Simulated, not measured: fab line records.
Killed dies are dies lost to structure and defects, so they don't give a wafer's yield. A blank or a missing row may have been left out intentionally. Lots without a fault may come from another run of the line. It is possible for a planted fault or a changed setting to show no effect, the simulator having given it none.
What tool caused it? | flow n5 finfet | 29 wafers sampled from 10 lots at 1 step of a route of 1938

== WHAT EACH GAUGE READ, for each wafer ==
N5_BEOL_M8_INSPECT_13: inspects for defects (brightfield).
lot  | measured     | on                | raw defect count
L245 | day 9 08:10  | defect inspect-01 | 434 482 491
L248 | day 10 00:44 | defect inspect-02 | 388 379 369
L250 | day 10 16:35 | defect inspect-02 | 337 368 518
L252 | day 11 00:23 | defect inspect-01 | 483 411 430
L251 | day 11 02:09 | defect inspect-01 | 283 347 322
L263 | day 13 22:19 | defect inspect-01 | 391 404 416
L266 | day 14 14:07 | defect inspect-02 | 414 348 387
L262 | day 14 16:01 | defect inspect-01 | 449 391
L265 | day 14 21:08 | defect inspect-01 | 480 404 309
L268 | day 15 05:40 | defect inspect-01 | 386 341 317

== TOOL THAT RAN EACH LOT (tool first, then ch and the chambers of the sampled wafers, then the start) ==
No process step before these readings appears in the record.

== THE ANSWER, worked out from the rows above alone ==
Rule: usual is defined by the lots themselves. The widest of any qualifying gaps counts: lots, ordered by their means at a reading, are off when they make up no more than a third of the lots, leave a main group of 4 or more, and stand apart from it by 3 or more times the standard deviation of that group's means. A main group whose means are all the same, to the digits that the tables above print for the reading, isn't used. A lot without any number at a reading at which 4 lots or more have one is off too. Where the step has rows for the other lots, those lots are counted as sound.
Nothing can be told from this: no lot is off at any reading shown.

== WHAT THE SIMULATOR HAD PUT IN ==
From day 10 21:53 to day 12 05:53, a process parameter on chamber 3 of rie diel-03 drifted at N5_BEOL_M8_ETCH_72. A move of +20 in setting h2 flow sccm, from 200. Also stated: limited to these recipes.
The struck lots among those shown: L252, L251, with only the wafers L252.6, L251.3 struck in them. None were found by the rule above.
